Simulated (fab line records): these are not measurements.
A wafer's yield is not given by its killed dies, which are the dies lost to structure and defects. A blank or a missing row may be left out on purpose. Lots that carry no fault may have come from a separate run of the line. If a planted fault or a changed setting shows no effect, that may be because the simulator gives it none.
Struck lot and sound lot, side by side / flow n5-finfet / 25 steps out of a route of 1938
Sound: these wafers, L620.2, L620.4, L620.5. Struck: wafers L635.1, L635.4, L635.6. Last of all comes the cause.
Each step with rows lists, per side, the tool, then ch with its chambers, then its first start. Under that, the readings that differ: sound wafers / struck wafers / difference of the means / sigmas: that difference in standard deviations of wafers without a fault.
alike: a reading whose means differ by less than 2 such deviations, as well as words and numbers matching on both sides. not compared: withheld readings; readings where some wafer has no value; bounds like >300 that might hide an equal value; numbers whose values overlap and for which the record gives no deviation.
Wherever a step has rows on one side only, a row that says differs or no value, or a row with sigmas, the two part there. Non-overlapping numbers with no deviation appear without sigmas and do not part them. Lack of a reading on every wafer of one side parts them only where that side has two or more wafers.

N5_BEOL_M7_INSPECT_13: inspects for defects (brightfield).
  struck on defect-inspect-01, day 13 16:01; sound on defect-inspect-01, day 10 07:50
  alike: raw-defect-count
N5_BEOL_M7_DESCUM_16: chemistry O2, time 7.9 s.
  sound on rie-diel-04 ch 0,1, day 10 08:47; struck on rie-diel-04 ch 1,2, day 13 16:03
  alike: drypump-motor-current-A, oes-product-au, rf-vpp-V, showerhead-plenum-p-Torr, throttle-valve-pct
  not compared: rf-hours-counter-h
N5_BEOL_M7_ETCH_61: etches SiARC in CF4, target depth 45.5 nm, time 75.8 s.
  sound on rie-diel-04 ch 0,1, day 10 08:49; struck on rie-diel-04 ch 1,2, day 13 16:05
  alike: drypump-motor-current-A, etch-rf-on-time-s, oes-product-au, rf-vpp-V, showerhead-plenum-p-Torr, throttle-valve-pct
  not compared: rf-hours-counter-h
N5_BEOL_M7_ETCH_62: etches SOC in N2/H2, target depth 110 nm, overetch 22 nm, time 165 s.
  sound on rie-diel-04 ch 0,1, day 10 08:53; struck on rie-diel-04 ch 1,2, day 13 16:08
  alike: drypump-motor-current-A, oes-product-au, rf-vpp-V, showerhead-plenum-p-Torr, throttle-valve-pct
  not compared: rf-hours-counter-h
then, 2 steps without rows for these wafers: N5_BEOL_M7_STRIP_68 (strips in N2/H2); N5_BEOL_M7_STRIP_67 (strips in CF4).
N5_BEOL_M7_HM_OPEN_17: chemistry Cl2/BCl3, target TiN, target depth 20 nm, overetch 6 nm.
  sound on rie-metal-02 ch 0,1, day 10 09:04; struck on rie-metal-01 ch 0, day 13 16:20
  alike: drypump-motor-current-A, oes-product-au, throttle-valve-pct
  not compared: rf-hours-counter-h
then, 1 step without rows for these wafers: N5_BEOL_M7_STRIP_19 (strips in O2).
N5_BEOL_M7_CD_MEAS_18: pitch 80 nm, target cd 40 nm.
  struck on cd-sem-03, day 13 16:36; sound on cd-sem-03, day 10 09:25
  alike: cd-nm
then, 3 steps without rows for these wafers: N5_BEOL_M7_COAT_63 (time 60 s, resist thk 60 nm); N5_BEOL_M7_COAT_64 (time 60 s, resist thk 12 nm); N5_BEOL_M7_COAT_71 (time 60 s, resist thk 5 nm).
N5_BEOL_M7_COAT_22: resist thk 30 nm.
  sound on litho-track-04 ch 0, day 10 09:28; struck on litho-track-03 ch 0, day 13 17:13
reading=spin-speed-rpm (rpm); sound=1497.1 1500.1 1501.7; struck=1580.1 1578.2 1579.0; difference=+79.5; sigmas=+66
reading=model.CAR-EUV_of_BEOL_M7_COAT_22.thk-nm (nm); sound=30.2 30.2 30.2; struck=29.4 29.2 29.2; difference=-0.9; sigmas=
then, 5 steps without rows for these wafers: N5_BEOL_M7_EBR_24; N5_BEOL_M7_SOFTBAKE_23 (time 60 s); N5_BEOL_M7_EXPOSE_25 (exposes mask V6, target cd 40 nm); N5_BEOL_M7_PEB_26 (peb time 60 s); N5_BEOL_M7_DEVELOP_27 (develop time 30 s).
N5_BEOL_M7_CD_MEAS_28: the cd target is 40 nm.
  sound on cd-sem-01 ch 0, day 10 09:43; struck on cd-sem-01 ch 0, day 13 17:42
  alike: cd-nm
N5_BEOL_M7_OVL_MEAS_29:
  sound on overlay-02 ch 0, day 10 09:46; struck on overlay-01 ch 0, day 13 17:44
  alike: V6_OVL
N5_BEOL_M7_INSPECT_30: inspects for defects (brightfield).
  struck on defect-inspect-02, day 13 17:47; sound on defect-inspect-02, day 10 09:49
  alike: raw-defect-count
then, 2 steps without rows for these wafers: N5_BEOL_M7_DESCUM_33 (chemistry O2, time 7 s); N5_BEOL_M7_ETCH_72 (etches underlayer in N2/H2, target depth 6.5 nm, time 5.2 s).
N5_BEOL_M7_ETCH_65: etches SiARC in CF4, target depth 15.6 nm, time 26 s.
  sound on rie-diel-04 ch 1,3, day 10 10:59; struck on rie-diel-03 ch 1,3, day 13 18:06
reading=etch-rf-on-time-s (s); sound=25.0 25.8 25.6; struck=26.0 26.3 26.3; difference=+0.7; sigmas=+2
reading=rf-vpp-V (V); sound=185.5 182.1 182.3; struck=187.0 185.8 185.9; difference=+2.9; sigmas=+2
reading=showerhead-plenum-p-Torr (Torr); sound=2.19 2.03 2.03; struck=2.26 2.22 2.26; difference=+0.16; sigmas=+2
reading=model.CAR-EUV_of_BEOL_M7_COAT_22.thk-nm (nm); sound=11.2 11.2 11.2; struck=10.4 10.4 10.4; difference=-0.8; sigmas=
  alike: drypump-motor-current-A, oes-product-au, throttle-valve-pct
  not compared: rf-hours-counter-h
N5_BEOL_M7_ETCH_66: etches SOC in N2/H2, target depth 80 nm, overetch 16 nm, time 120 s.
  sound on rie-diel-04 ch 1,3, day 10 11:01; struck on rie-diel-03 ch 1,3, day 13 18:08
reading=showerhead-plenum-p-Torr (Torr); sound=2.58 2.40 2.40; struck=2.69 2.64 2.69; difference=+0.21; sigmas=+2
  alike: drypump-motor-current-A, oes-product-au, rf-vpp-V, throttle-valve-pct
  not compared: rf-hours-counter-h

== WHERE THEY PART ==
Earliest at N5_BEOL_M7_COAT_22; latest, in this record, at N5_BEOL_M7_ETCH_66.

WHY: what had been put in by the simulator
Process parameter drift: litho-track-03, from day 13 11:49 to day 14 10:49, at N5_BEOL_M7_COAT_22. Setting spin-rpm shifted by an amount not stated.
